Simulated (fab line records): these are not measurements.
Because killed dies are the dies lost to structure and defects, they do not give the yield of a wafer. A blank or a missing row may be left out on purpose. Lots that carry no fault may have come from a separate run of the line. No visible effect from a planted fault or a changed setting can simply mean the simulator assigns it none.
Lot-split experiment + flow n5-finfet + route with 1938 steps; 7 lots, 21 wafers read

SPLIT DETAILS
At N5_HKMG_FIN_ETCH_58 (etches SOC in N2/H2, target depth 215.8 nm, time 741 s), the setting source-w was moved away from the recipe's 875 W on 7 of the 21 wafers read, by -16.2% to +14.9%. For the rest of the wafers, this setting stayed at what the recipe calls for.

The reading is taken at the split's own step.

THE READING
rf-vpp-V, in V, at N5_HKMG_FIN_ETCH_58 (etches SOC in N2/H2, target depth 215.8 nm, time 741 s). Fault-free wafers of this fab line usually give 99.0 V, standard deviation 0.92 V.

| wafer  | tool, chamber at the split | source-w as run, W | against the recipe | rf-vpp-V, V | against lot-mates on the recipe |
|--------|----------------------------|--------------------|--------------------|-------------|---------------------------------|
| L074.1 | rie-diel-05, 1             | 875                | recipe             | 98.0        | -                               |
| L074.5 | rie-diel-05, 3             | 875                | recipe             | 99.1        | -                               |
| L074.6 | rie-diel-05, 2             | 875                | recipe             | 99.4        | -                               |
| L075.3 | rie-diel-04, 1             | 875                | recipe             | 99.8        | -                               |
| L075.4 | rie-diel-04, 0             | 875                | recipe             | 100.3       | -                               |
| L075.5 | rie-diel-04, 0             | 875                | recipe             | 100.4       | -                               |
| L080.1 | rie-diel-03, 3             | 955.3              | +9.2%              | 96.2        | -2.8                            |
| L080.2 | rie-diel-03, 0             | 875                | recipe             | 99.0        | -                               |
| L080.3 | rie-diel-03, 2             | 955.3              | +9.2%              | 95.2        | -3.8                            |
| L084.2 | rie-diel-04, 2             | 875                | recipe             | 99.6        | -                               |
| L084.3 | rie-diel-04, 1             | 875                | recipe             | 99.7        | -                               |
| L084.5 | rie-diel-04, 1             | 875                | recipe             | 99.2        | -                               |
| L089.2 | rie-diel-05, 2             | 875                | recipe             | 99.2        | -                               |
| L089.5 | rie-diel-05, 2             | 733.3              | -16.2%             | 104.0       | +5.1                            |
| L089.6 | rie-diel-05, 1             | 875                | recipe             | 98.6        | -                               |
| L091.4 | rie-diel-03, 3             | 1005               | +14.9%             | 92.5        | -6.9                            |
| L091.5 | rie-diel-03, 1             | 875                | recipe             | 99.4        | -                               |
| L091.6 | rie-diel-03, 0             | 1005               | +14.9%             | 93.6        | -5.8                            |
| L095.3 | rie-diel-04, 2             | 997.2              | +14.0%             | 94.5        | -4.7                            |
| L095.4 | rie-diel-04, 1             | 875                | recipe             | 99.2        | -                               |
| L095.5 | rie-diel-04, 2             | 997.2              | +14.0%             | 94.8        | -4.4                            |

FIT RESULTS
A straight line over all 21 wafers: rf-vpp-V changes by -0.358 V for each +1% of source-w; r = -0.97; the points scatter about the line by 0.7 V.
The same after taking each lot's own level away (the mean of its wafers on the recipe; 21 wafers): -0.36 V for each +1%; r = -0.98; scatter 0.54 V.
The reading moves by 5.8 V for the largest change in source-w, on that fit.
Measured against the standard deviation above, the lots' own levels, which go from 98.83 to 100.17 V, span 1.4 times it.
The two slopes are in agreement: the lot-to-lot level therefore moves the slope only a little.
Check: for one of the wafers moved furthest among these (-16.2%), held out of the fit, the line's prediction against its lot-mates is +6.13 V. Against them it came out at +5.1 V.
Tool readings at the split's step, against how far the setting was moved: rf-vpp-V r = -0.97.

THESE WAFERS: OTHER SPLITS
Note: prior to the reading, these wafers also went through further splits. Each is held against what the fit with the lots' levels taken away leaves over:
| other split on the same wafers | wafers away from the commonest value | r with rf-vpp-V (lot level and that fit taken away) |
|--------------------------------|--------------------------------------|-----------------------------------------------------|
| N5_SDB_COAT_03 spin-rpm        | 9                                    | +0.14                                               |
| N5_HKMG_FIN_ETCH_54 source-w   | 7                                    | +0.01                                               |

THE WHOLE CHAIN: every reading that the file lists as answering this split, in the file's order
| step                | what it does                                           | reading                                                                         | change (the file's fit)              | r (the file's) |
|---------------------|--------------------------------------------------------|---------------------------------------------------------------------------------|--------------------------------------|----------------|
| N5_HKMG_FIN_ETCH_58 | etches SOC in N2/H2, target depth 215.8 nm, time 741 s | rf-vpp-V                                                                        | -0.353 V for each +1% of the setting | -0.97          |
| N5_HKMG_FIN_ETCH_58 | etches SOC in N2/H2, target depth 215.8 nm, time 741 s | etch.depth-nm (the simulator's own value, which no gauge read)                  | +1.57 nm for each +1% of the setting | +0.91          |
| N5_HKMG_FIN_ETCH_58 | etches SOC in N2/H2, target depth 215.8 nm, time 741 s | SOC_of_HKMG_FIN_COAT_41.thk-nm (the simulator's own value, which no gauge read) | -1.56 nm for each +1% of the setting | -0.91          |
| N5_HKMG_FIN_ETCH_58 | etches SOC in N2/H2, target depth 215.8 nm, time 741 s | HKMG_FIN.feature-depth-nm (the simulator's own value, which no gauge read)      | +1.56 nm for each +1% of the setting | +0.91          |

THE FILE'S OWN FIT
rf-vpp-V changes by -0.353 V for each +1% of source-w, r = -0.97.
